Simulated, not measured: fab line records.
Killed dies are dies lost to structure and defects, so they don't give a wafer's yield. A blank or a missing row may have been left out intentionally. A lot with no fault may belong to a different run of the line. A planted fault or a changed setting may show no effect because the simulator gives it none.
fab line records	flow n5Finfet
record: lots: 7	wafers: 21
route steps=1938 shown BEOL_M5@1141 BEOL_M6@1201 BEOL_M7@1267 BEOL_M8@1374
startH: hours from the record's opening day to when the first of the lot's shown wafers began	waitH: hours since the lot's step before	" as in the row above	L1.1+2: a single row standing in for several wafers	- value missing, or start not given	* or withheld: withheld	< > ~ a bound
route shown NAME@n: a module of which the file shows steps, and the number in the route of the first	usual: mean/standard deviation taken from wafers without a fault	same: alike in all rows	chamber/n: place in a boat	sites: the reading at each site	_std_site: the standard deviation of these	_edge_site: the outer-site mean with the inner-site mean subtracted	radiusMm: for every site, how far away it sits from the centre of the wafer	mask NAME#n: copy n	behind: the tool/chamber that last shaped the wafer	hold: reason for holding the lot/hours on hold/outcome of the hold	device: which transistor (n, p or np) failed to switch	end of line: the tests these same wafers got at the end of their route	step lacking rows: just its recipe	killed: dies that structure and defects cost at the first sort, which is not the same as the wafer's yield	map: shows each die of a wafer: x if killed, . if not, _ if none is there
set.NAME: the setting as run; set.NAME@STEP: as run at that earlier step	model.NAME: the simulator's own value behind a step, which no gauge read
lots with deliberately changed settings; one table per step, one row per wafer
== steps ==
step: N5_BEOL_M5_COAT_74
recipe: resist: underlayer	tempC: 205	timeS: 60	spinRpm: 1500	resistThkNm: 5
lot.wafer	tool	chamber	startH	waitH	set.spinRpm
L076.1+2+4	lithoTrack-04	0	-	-	1500
L083.1	lithoTrack-03	0	-	-	1500
L083.3+4	"	0	"	"	1356
L088.3+5+6	lithoTrack-04	0	-	-	1500
L089.1+2+5	lithoTrack-04	0	-	-	1500
L090.1+4	lithoTrack-03	0	-	-	1500
L090.3	"	0	"	"	1450
L093.1+3	lithoTrack-04	0	-	-	1457
L093.5	"	0	"	"	1500
L096.1	lithoTrack-05	0	-	-	1500
L096.2+3	"	0	"	"	1608
step: N5_BEOL_M5_COAT_22
recipe: resist: CAR-EUV	spinRpm: 1500	resistThkNm: 30
step: N5_BEOL_M5_EBR_24
recipe: solvent: PGMEA	ebrWidthMm: 1.5
step: N5_BEOL_M5_DESCUM_33
recipe: chemistry: O2	timeS: 7	sourcePowerW: 50	biasPowerW: 20	pressureMtorr: 20	rfFrequencyHz: 2.712e+07	tempC: 40	resist: CAR-EUV	o2FlowSccm: 225
step: N5_BEOL_M5_ETCH_75
recipe: chemistry: N2/H2	target: underlayer	targetDepthA: 65	maskMaterial: CAR-EUV	timeS: 5.2	ionEnergyEv: 200	pressureMtorr: 30	sourceW: 840	biasW: 150	n2FlowSccm: 200	h2FlowSccm: 200	ends: cleared
lot.wafer	tool	chamber	startH	waitH	set.spinRpm@BEOL_M5_COAT_74	model.etch.depthNm
L076.1	rieDiel-03	0	192.35	0.0	1500	5
L076.2	"	2	"	"	1500	5.003
L076.4	"	3	"	"	1500	4.991
L083.1	rieDiel-02	2	227.57	0.0	1500	5.005
L083.3	"	3	"	"	1356	5.272
L083.4	"	3	"	"	1356	5.274
L088.3	rieDiel-02	0	255.02	0.0	1500	4.978
L088.5	"	1	"	"	1500	4.973
L088.6	"	0	"	"	1500	4.976
L089.1	rieDiel-03	0	266.11	0.0	1500	4.986
L089.2	"	3	"	"	1500	5.004
L089.5	"	0	"	"	1500	4.992
L090.1	rieDiel-01	3	270.13	0.0	1500	5.005
L090.3	"	0	"	"	1450	5.109
L090.4	"	2	"	"	1500	5.02
L093.1	rieDiel-03	1	281.76	0.0	1457	5.068
L093.3	"	2	"	"	1457	5.074
L093.5	"	3	"	"	1500	4.984
L096.1	rieDiel-03	0	311.55	0.0	1500	5.011
L096.2	"	2	"	"	1608	4.837
L096.3	"	1	"	"	1608	4.83
step: N5_BEOL_M5_ETCH_67
recipe: chemistry: CF4	target: SiARC	targetDepthA: 156	maskMaterial: CAR-EUV	timeS: 26	ionEnergyEv: 80	pressureMtorr: 40	sourceW: 545	biasW: 36	Ar_flow_sccm: 100	cf4FlowSccm: 100	ends: cleared
lot.wafer	tool	chamber	startH	waitH	set.spinRpm@BEOL_M5_COAT_66	model.etch.depthNm
L076.1	rieDiel-03	0	192.37	0.0	1422	12.33
L076.2	"	2	"	"	1500	12.02
L076.4	"	3	"	"	1422	12.32
L083.1	rieDiel-02	2	227.59	0.0	1394	12.46
L083.3	"	3	"	"	1500	12
L083.4	"	3	"	"	1394	12.43
L088.3	rieDiel-02	0	255.04	0.0	1398	12.4
L088.5	"	1	"	"	1500	11.99
L088.6	"	0	"	"	1500	11.98
L089.1	rieDiel-03	0	266.13	0.0	1500	11.95
L089.2	"	3	"	"	1500	11.97
L089.5	"	0	"	"	1500	11.98
L090.1	rieDiel-01	3	270.15	0.0	1500	11.99
L090.3	"	0	"	"	1424	12.35
L090.4	"	2	"	"	1500	12.01
L093.1	rieDiel-03	1	281.77	0.0	1401	12.36
L093.3	"	2	"	"	1401	12.39
L093.5	"	3	"	"	1500	11.98
L096.1	rieDiel-03	0	311.56	0.0	1500	12.04
L096.2	"	2	"	"	1558	11.81
L096.3	"	1	"	"	1500	12
step: N5_BEOL_M5_ETCH_68
recipe: chemistry: N2/H2	target: SOC	targetDepthA: 800	overetchA: 160	maskMaterial: SiARC	tempC: 40	timeS: 120	ionEnergyEv: 200	pressureMtorr: 30	sourceW: 840	biasW: 150	n2FlowSccm: 200	h2FlowSccm: 200
lot.wafer	tool	chamber	startH	waitH	set.spinRpm@BEOL_M5_COAT_66	model.SiARC_of_BEOL_M5_COAT_66.thkNm
L076.1	rieDiel-03	0	192.40	0.0	1422	6.8
L076.2	"	2	"	"	1500	6.4
L076.4	"	3	"	"	1422	6.4
L083.1+4	rieDiel-02	2,3	227.62	0.0	1394	7
L083.3	"	3	"	"	1500	6.4
L088.3	rieDiel-02	0	255.07	0.0	1398	6.8
L088.5+6	"	1,0	"	"	1500	6.4
L089.1+2	rieDiel-03	0,3	266.16	0.0	1500	6.2
L089.5	"	0	"	"	1500	6.4
L090.1	rieDiel-01	3	270.18	0.0	1500	6.4
L090.3	"	0	"	"	1424	6.8
L090.4	"	2	"	"	1500	6.2
L093.1+3	rieDiel-03	1,2	281.80	0.0	1401	6.8
L093.5	"	3	"	"	1500	6.2
L096.1+3	rieDiel-03	0,1	311.59	0.0	1500	6.6
L096.2	"	2	"	"	1558	6.2
step: N5_BEOL_M6_COAT_05
recipe: resist: CAR-ArF	spinRpm: 1500	resistThkNm: 90
lot.wafer	tool	chamber	startH	waitH	set.spinRpm	model.CAR-ArF_of_BEOL_M6_COAT_05.thkNm
L076.1	lithoTrack-01	0	-	-	1372	94.2
L076.2	"	0	"	"	1500	90.2
L076.4	"	0	"	"	1500	89.8
L083.1	lithoTrack-01	0	-	-	1500	90
L083.3	"	0	"	"	1500	90.2
L083.4	"	0	"	"	1383	94
L088.3+6	lithoTrack-05	0	-	-	1500	90.2
L088.5	"	0	"	"	1500	90.4
L089.1+5	lithoTrack-01	0	-	-	1500	90.4
L089.2	"	0	"	"	1500	90.2
L090.1	lithoTrack-02	0	-	-	1443	92.2
L090.3	"	0	"	"	1443	91.8
L090.4	"	0	"	"	1500	90
L093.1	lithoTrack-05	0	-	-	1651	86.4
L093.3+5	"	0	"	"	1500	90.4
L096.1	lithoTrack-02	0	-	-	1500	90
L096.2	"	0	"	"	1354	94.8
L096.3	"	0	"	"	1354	94.6
step: N5_BEOL_M6_EBR_07
recipe: solvent: PGMEA	ebrWidthMm: 1.5
step: N5_BEOL_M6_SOFTBAKE_06
recipe: tempC: 110	timeS: 60	resist: CAR-ArF
step: N5_BEOL_M6_EXPOSE_08
recipe: maskId: M6	na: 1.35	sourceShape: dipole	sigmaInner: 0.817	sigmaOuter: 0.97	polarization: te	doseMj: 68.25
step: N5_BEOL_M6_PEB_09
recipe: pebTempC: withheld	pebTimeS: 60	resist: CAR-ArF
step: N5_BEOL_M6_DEVELOP_10
recipe: developTimeS: 30	developer: TMAH	resist: CAR-ArF	rinseLiquid: diw	dry: airSpin	devTempC: 23
lot.wafer	tool	chamber	startH	waitH	set.spinRpm@BEOL_M6_COAT_05	model.CAR-ArF_of_BEOL_M6_COAT_05.thkNm
L076.1	lithoTrack-02	0	-	-	1372	92.4
L076.2	"	0	"	"	1500	88.4
L076.4	"	0	"	"	1500	88.2
L083.1	lithoTrack-02	0	-	-	1500	88.2
L083.3	"	0	"	"	1500	88.4
L083.4	"	0	"	"	1383	92.2
L088.3+6	lithoTrack-01	0	-	-	1500	88.6
L088.5	"	0	"	"	1500	88.8
L089.1+5	lithoTrack-02	0	-	-	1500	88.6
L089.2	"	0	"	"	1500	88.4
L090.1	lithoTrack-02	0	-	-	1443	90.4
L090.3	"	0	"	"	1443	90.2
L090.4	"	0	"	"	1500	88.2
L093.1	lithoTrack-02	0	-	-	1651	84.6
L093.3+5	"	0	"	"	1500	88.6
L096.1	lithoTrack-02	0	-	-	1500	88.4
L096.2	"	0	"	"	1354	93
L096.3	"	0	"	"	1354	92.8
step: N5_BEOL_M6_DESCUM_16
recipe: chemistry: O2	timeS: 7.9	sourcePowerW: 50	biasPowerW: 20	pressureMtorr: 20	rfFrequencyHz: 2.712e+07	tempC: 40	resist: CAR-ArF	o2FlowSccm: 225
lot.wafer	tool	chamber	startH	waitH	set.spinRpm@BEOL_M6_COAT_05	model.CAR-ArF_of_BEOL_M6_COAT_05.thkNm
L076.1	rieDiel-06	0	201.89	0.0	1372	87.6
L076.2	"	1	"	"	1500	83.6
L076.4	"	2	"	"	1500	83.4
L083.1	rieDiel-05	1	236.65	0.0	1500	83.4
L083.3	"	0	"	"	1500	83.6
L083.4	"	2	"	"	1383	87.4
L088.3	rieDiel-06	3	265.65	0.5	1500	83.8
L088.5	"	3	"	"	1500	84
L088.6	"	0	"	"	1500	83.6
L089.1+5	rieDiel-04	0,1	276.22	0.0	1500	83.8
L089.2	"	1	"	"	1500	83.6
L090.1	rieDiel-06	3	279.52	0.0	1443	85.6
L090.3	"	1	"	"	1443	85.4
L090.4	"	2	"	"	1500	83.4
L093.1	rieDiel-04	0	293.07	0.0	1651	80
L093.3+5	"	3,0	"	"	1500	83.8
L096.1	rieDiel-04	1	321.19	0.0	1500	83.6
L096.2	"	0	"	"	1354	88.2
L096.3	"	3	"	"	1354	88
step: N5_BEOL_M6_ETCH_62
recipe: chemistry: N2/H2	target: SOC	targetDepthA: 1100	overetchA: 220	maskMaterial: SiARC	tempC: 40	timeS: 165	ionEnergyEv: 200	pressureMtorr: 30	sourceW: 840	biasW: 150	n2FlowSccm: 200	h2FlowSccm: 200
lot.wafer	tool	chamber	startH	waitH	set.timeS	model.SiARC_of_BEOL_M6_COAT_60.thkNm
L076.1	rieDiel-06	0	201.98	0.0	165	28.4
L076.2+4	"	1,2	"	"	165	28.2
L083.1	rieDiel-05	1	236.74	0.0	165	28.4
L083.3+4	"	0,2	"	"	198.2	27
L088.3+5	rieDiel-06	3	265.75	0.0	155	28.6
L088.6	"	0	"	"	165	28.6
L089.1+2+5	rieDiel-04	0,1,1	276.31	0.0	165	28.2
L090.1	rieDiel-06	3	279.61	0.0	165	28.4
L090.3	"	1	"	"	179	28
L090.4	"	2	"	"	179	28.2
L093.1	rieDiel-04	0	293.16	0.0	150.3	28.8
L093.3	"	3	"	"	165	28.2
L093.5	"	0	"	"	150.3	29
L096.1	rieDiel-04	1	321.28	0.0	131.1	29.8
L096.2	"	0	"	"	131.1	30
L096.3	"	3	"	"	165	28.4
step: N5_BEOL_M6_STRIP_68
recipe: chemistry: N2/H2	tempC: 40	n2FlowSccm: 200	h2FlowSccm: 200	rfFrequencyHz: 6e+07
step: N5_BEOL_M6_STRIP_67
recipe: chemistry: CF4	resist: SiARC	powerW: 300	biasPowerW: 75	pressureMtorr: 50	cf4FlowSccm: 150	rfFrequencyHz: 6e+07
step: N5_BEOL_M6_HM_OPEN_17
recipe: chemistry: Cl2/BCl3	targetDepthA: 200	overetchA: 60	target: TiN	maskMaterial: SOC	ionEnergyEv: 150	pressureMtorr: 10	icpW: 1000	biasW: 126	Cl2_flow_sccm: 53.25	bcl3FlowSccm: 21.75	Ar_flow_sccm: 25
lot.wafer	tool	chamber	startH	waitH	set.timeS@BEOL_M6_ETCH_62	model.etch.depthNm
L076.1	rieMetal-01	1	202.17	0.0	165	20.14
L076.2	"	0	"	"	165	20.04
L076.4	"	1	"	"	165	20.19
L083.1	rieMetal-02	0	236.93	0.0	165	20.04
L083.3	"	1	"	"	198.2	16.83
L083.4	"	0	"	"	198.2	16.6
L088.3	rieMetal-01	0	265.97	0.1	155	20.1
L088.5	"	0	"	"	155	19.87
L088.6	"	1	"	"	165	19.85
L089.1	rieMetal-02	0	276.50	0.0	165	19.83
L089.2	"	1	"	"	165	19.99
L089.5	"	0	"	"	165	19.93
L090.1	rieMetal-02	1	279.80	0.0	165	20.09
L090.3	"	0	"	"	179	18.57
L090.4	"	1	"	"	179	18.59
L093.1	rieMetal-01	1	293.35	0.0	150.3	20.3
L093.3	"	1	"	"	165	20.19
L093.5	"	0	"	"	150.3	20.28
L096.1	rieMetal-02	0	321.47	0.0	131.1	20.13
L096.2	"	1	"	"	131.1	20.29
L096.3	"	1	"	"	165	20.07
step: N5_BEOL_M7_HM_DEP_02
recipe: material: TiN	targetThkA: 200	tempC: 25	chamberPressurePa: 0.49996
lot.wafer	tool	chamber	startH	waitH	set.targetThkA	model.TiN_of_BEOL_M7_HM_DEP_02.thkNm
L076.1	pvdSputter-01	-	209.41	1.4	207.2	20.4
L076.2	"	-	"	"	207.2	20.6
L076.4	"	-	"	"	200	19.8
L083.1	pvdSputter-03	-	245.47	1.3	219.2	22
L083.3	"	-	"	"	200	20.2
L083.4	"	-	"	"	219.2	22.2
L088.3	pvdSputter-03	-	274.81	1.8	200	20
L088.5+6	"	-	"	"	200	19.8
L089.1+2	pvdSputter-02	-	282.82	0.5	200	20
L089.5	"	-	"	"	200	20.4
L090.1+3	pvdSputter-01	-	288.24	1.7	200	20.2
L090.4	"	-	"	"	200	20
L093.1	pvdSputter-01	-	299.80	1.8	210.7	20.8
L093.3+5	"	-	"	"	200	19.8
L096.1+2	pvdSputter-01	-	330.39	1.9	200	19.6
L096.3	"	-	"	"	200	19.8
step: N5_BEOL_M7_COAT_60
recipe: resist: SiARC	tempC: 220	timeS: 60	spinRpm: 1500	resistThkNm: 35
lot.wafer	tool	chamber	startH	waitH	set.spinRpm	model.SiARC_of_BEOL_M7_COAT_60.thkNm
L076.1+4	lithoTrack-01	0	-	-	1418	36
L076.2	"	0	"	"	1500	35
L083.1	lithoTrack-03	0	-	-	1615	33.6
L083.3	"	0	"	"	1615	33.8
L083.4	"	0	"	"	1500	35
L088.3+6	lithoTrack-04	0	-	-	1576	34
L088.5	"	0	"	"	1500	35
L089.1+2+5	lithoTrack-04	0	-	-	1500	35
L090.1+3	lithoTrack-01	0	-	-	1633	33.6
L090.4	"	0	"	"	1500	35.2
L093.1	lithoTrack-03	0	-	-	1500	35
L093.3+5	"	0	"	"	1627	33.6
L096.1	lithoTrack-04	0	-	-	1500	35
L096.2	"	0	"	"	1500	34.8
L096.3	"	0	"	"	1561	34.2
step: N5_BEOL_M7_COAT_05
recipe: resist: CAR-ArF	spinRpm: 1500	resistThkNm: 90
step: N5_BEOL_M7_EBR_07
recipe: solvent: PGMEA	ebrWidthMm: 1.5
step: N5_BEOL_M7_DESCUM_16
recipe: chemistry: O2	timeS: 7.9	sourcePowerW: 50	biasPowerW: 20	pressureMtorr: 20	rfFrequencyHz: 2.712e+07	tempC: 40	resist: CAR-ArF	o2FlowSccm: 225
step: N5_BEOL_M7_ETCH_61
recipe: chemistry: CF4	target: SiARC	targetDepthA: 455	maskMaterial: CAR-ArF	timeS: 75.8	ionEnergyEv: 80	pressureMtorr: 40	sourceW: 545	biasW: 36	Ar_flow_sccm: 100	cf4FlowSccm: 100	ends: cleared
lot.wafer	tool	chamber	startH	waitH	set.spinRpm@BEOL_M7_COAT_60	model.etch.depthNm	model.CAR-ArF_of_BEOL_M7_COAT_05.thkNm
L076.1	rieDiel-01	2	210.12	0.0	1418	36.05	49.4
L076.2	"	0	"	"	1500	35.03	50.6
L076.4	"	3	"	"	1418	36.05	49.8
L083.1	rieDiel-01	0	246.09	0.0	1615	33.69	51.8
L083.3	"	2	"	"	1615	33.74	51.8
L083.4	"	3	"	"	1500	34.94	50.8
L088.3	rieDiel-02	0	275.57	0.0	1576	34.05	51.6
L088.5	"	0	"	"	1500	34.95	51
L088.6	"	1	"	"	1576	33.96	51.8
L089.1	rieDiel-03	0	283.79	0.0	1500	34.91	50.6
L089.2	"	2	"	"	1500	34.9	50.4
L089.5	"	0	"	"	1500	34.92	50.4
L090.1	rieDiel-03	1	289.56	0.0	1633	33.57	51.4
L090.3	"	3	"	"	1633	33.6	51.2
L090.4	"	2	"	"	1500	35.13	50.2
L093.1	rieDiel-02	2	300.58	0.0	1500	35	51.4
L093.3	"	3	"	"	1627	33.59	52.6
L093.5	"	2	"	"	1627	33.55	52.6
L096.1	rieDiel-03	1	331.08	0.0	1500	35.04	50.6
L096.2	"	0	"	"	1500	34.85	51
L096.3	"	3	"	"	1561	34.27	51.4
step: N5_BEOL_M7_ETCH_62
recipe: chemistry: N2/H2	target: SOC	targetDepthA: 1100	overetchA: 220	maskMaterial: SiARC	tempC: 40	timeS: 165	ionEnergyEv: 200	pressureMtorr: 30	sourceW: 840	biasW: 150	n2FlowSccm: 200	h2FlowSccm: 200
lot.wafer	tool	chamber	startH	waitH	set.spinRpm@BEOL_M7_COAT_60	model.SiARC_of_BEOL_M7_COAT_60.thkNm
L076.1	rieDiel-01	2	210.18	0.0	1418	29
L076.2	"	0	"	"	1500	28.2
L076.4	"	3	"	"	1418	29.2
L083.1+3	rieDiel-01	0,2	246.15	0.0	1615	26.8
L083.4	"	3	"	"	1500	28.2
L088.3	rieDiel-02	0	275.62	0.0	1576	27.4
L088.5	"	0	"	"	1500	28.2
L088.6	"	1	"	"	1576	27.2
L089.1+5	rieDiel-03	0	283.85	0.0	1500	28.2
L089.2	"	2	"	"	1500	28.4
L090.1	rieDiel-03	1	289.62	0.0	1633	27
L090.3	"	3	"	"	1633	26.6
L090.4	"	2	"	"	1500	28.6
L093.1	rieDiel-02	2	300.63	0.0	1500	28.2
L093.3+5	"	3,2	"	"	1627	26.8
L096.1	rieDiel-03	1	331.14	0.0	1500	28.4
L096.2	"	0	"	"	1500	28.2
L096.3	"	3	"	"	1561	27.2
step: N5_BEOL_M7_STRIP_68
recipe: chemistry: N2/H2	tempC: 40	n2FlowSccm: 200	h2FlowSccm: 200	rfFrequencyHz: 6e+07
step: N5_BEOL_M7_STRIP_67
recipe: chemistry: CF4	resist: SiARC	powerW: 300	biasPowerW: 75	pressureMtorr: 50	cf4FlowSccm: 150	rfFrequencyHz: 6e+07
step: N5_BEOL_M7_HM_OPEN_17
recipe: chemistry: Cl2/BCl3	targetDepthA: 200	overetchA: 60	target: TiN	maskMaterial: SOC	ionEnergyEv: 150	pressureMtorr: 10	icpW: 1000	biasW: 126	Cl2_flow_sccm: 53.25	bcl3FlowSccm: 21.75	Ar_flow_sccm: 25
lot.wafer	tool	chamber	startH	waitH	set.targetThkA@BEOL_M7_HM_DEP_02	model.etch.depthNm
L076.1	rieMetal-03	1	210.36	0.0	207.2	20.39
L076.2	"	0	"	"	207.2	20.68
L076.4	"	0	"	"	200	19.73
L083.1	rieMetal-02	0	246.33	0.0	219.2	22.08
L083.3	"	0	"	"	200	20.29
L083.4	"	1	"	"	219.2	22.14
L088.3	rieMetal-02	0	275.85	0.1	200	19.92
L088.5	"	0	"	"	200	19.86
L088.6	"	1	"	"	200	19.87
L089.1	rieMetal-01	1	284.04	0.0	200	20.01
L089.2	"	0	"	"	200	20.1
L089.5	"	0	"	"	200	20.44
L090.1	rieMetal-02	1	289.81	0.0	200	20.22
L090.3	"	0	"	"	200	20.2
L090.4	"	1	"	"	200	20.09
L093.1	rieMetal-01	0	300.82	0.0	210.7	20.79
L093.3	"	1	"	"	200	19.78
L093.5	"	0	"	"	200	19.77
L096.1+2	rieMetal-01	0,1	331.32	0.0	200	19.63
L096.3	"	0	"	"	200	19.76
step: N5_BEOL_M8_VIA_ETCH_34
recipe: chemistry: C4F6/O2	target: SiCOH_lowk	targetDepthA: 1255	maskMaterial: SOC	taperDeg: 4	timeS: 50.5	ionEnergyEv: 250	pressureMtorr: 30	sourceW: 345	biasW: 185	Ar_flow_sccm: 300	C4F6_flow_sccm: 10	O2_flow_sccm: 10
usual: rfVppV: 667/6.3
lot.wafer	tool	chamber	startH	waitH	set.sourceW	rfVppV	model.etch.depthNm
L076.1	rieDiel-05	1	221.47	0.0	302.8	720	119
L076.2	"	2	"	"	345	665	126.4
L076.4	"	2	"	"	345	665	126
L083.1	rieDiel-05	3	256.90	0.0	345	670	126.4
L083.3	"	2	"	"	345	665	126.3
L083.4	"	1	"	"	345	675	124
L088.3	rieDiel-04	1	284.98	0.0	404.8	617	133.1
L088.5	"	2	"	"	404.8	619	134.6
L088.6	"	3	"	"	345	671	127.3
L089.1	rieDiel-05	1	293.85	0.0	345	676	125.8
L089.2	"	2	"	"	345	664	126.1
L089.5	"	1	"	"	345	674	125.1
L090.1	rieDiel-06	0	300.87	0.0	289.7	717	115.6
L090.3	"	1	"	"	289.7	728	116.5
L090.4	"	3	"	"	289.7	736	119.2
L093.1	rieDiel-04	1	309.10	0.0	326.7	688	122.8
L093.3	"	2	"	"	326.7	689	123.6
L093.5	"	0	"	"	345	681	124.6
L096.1	rieDiel-04	1	342.14	0.0	345	669	124.9
L096.2	"	2	"	"	404	617	134.2
L096.3	"	0	"	"	345	680	124
== key ==
split: step: N5_BEOL_M5_COAT_74	setting: spinRpm	stated: 1500	by: wafer
response: step: N5_BEOL_M5_ETCH_75	reading: model.etch.depthNm	change: -0.027	per: 1%	r: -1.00
split: step: N5_BEOL_M6_COAT_05	setting: spinRpm	stated: 1500	by: wafer
response: step: N5_BEOL_M6_COAT_05	reading: model.CAR-ArF_of_BEOL_M6_COAT_05.thkNm	change: -0.465	per: 1%	r: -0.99
response: step: N5_BEOL_M6_DEVELOP_10	reading: model.CAR-ArF_of_BEOL_M6_COAT_05.thkNm	change: -0.457	per: 1%	r: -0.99
response: step: N5_BEOL_M6_DESCUM_16	reading: model.CAR-ArF_of_BEOL_M6_COAT_05.thkNm	change: -0.452	per: 1%	r: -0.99
split: step: N5_BEOL_M6_ETCH_62	setting: timeS	stated: 165	by: wafer
response: step: N5_BEOL_M6_ETCH_62	reading: model.SiARC_of_BEOL_M6_COAT_60.thkNm	change: -0.0668	per: 1%	r: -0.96
response: step: N5_BEOL_M6_HM_OPEN_17	reading: model.etch.depthNm	shape: bent	atLowest: 20.21	atStated: 20.03	atHighest: 16.71
split: step: N5_BEOL_M7_HM_DEP_02	setting: targetThkA	stated: 200	by: wafer
response: step: N5_BEOL_M7_HM_DEP_02	reading: model.TiN_of_BEOL_M7_HM_DEP_02.thkNm	change: +0.195	per: 1%	r: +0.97
response: step: N5_BEOL_M7_HM_OPEN_17	reading: model.etch.depthNm	change: +0.193	per: 1%	r: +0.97
split: step: N5_BEOL_M7_COAT_60	setting: spinRpm	stated: 1500	by: wafer
response: step: N5_BEOL_M7_COAT_60	reading: model.SiARC_of_BEOL_M7_COAT_60.thkNm	change: -0.176	per: 1%	r: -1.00
response: step: N5_BEOL_M7_ETCH_61	reading: model.etch.depthNm	change: -0.172	per: 1%	r: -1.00
response: step: N5_BEOL_M7_ETCH_61	reading: model.CAR-ArF_of_BEOL_M7_COAT_05.thkNm	change: +0.139	per: 1%	r: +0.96
response: step: N5_BEOL_M7_ETCH_62	reading: model.SiARC_of_BEOL_M7_COAT_60.thkNm	change: -0.187	per: 1%	r: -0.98
split: step: N5_BEOL_M8_VIA_ETCH_34	setting: sourceW	stated: 345	by: wafer
response: step: N5_BEOL_M8_VIA_ETCH_34	reading: rfVppV	change: -3.4	per: 1%	r: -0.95
response: step: N5_BEOL_M8_VIA_ETCH_34	reading: model.etch.depthNm	change: +0.486	per: 1%	r: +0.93
split outsideThisFile step=N5_BEOL_M5_COAT_66 setting=spinRpm
split outsideThisFile: this setting was split too, and the file shows its column; the key of that split is in another file
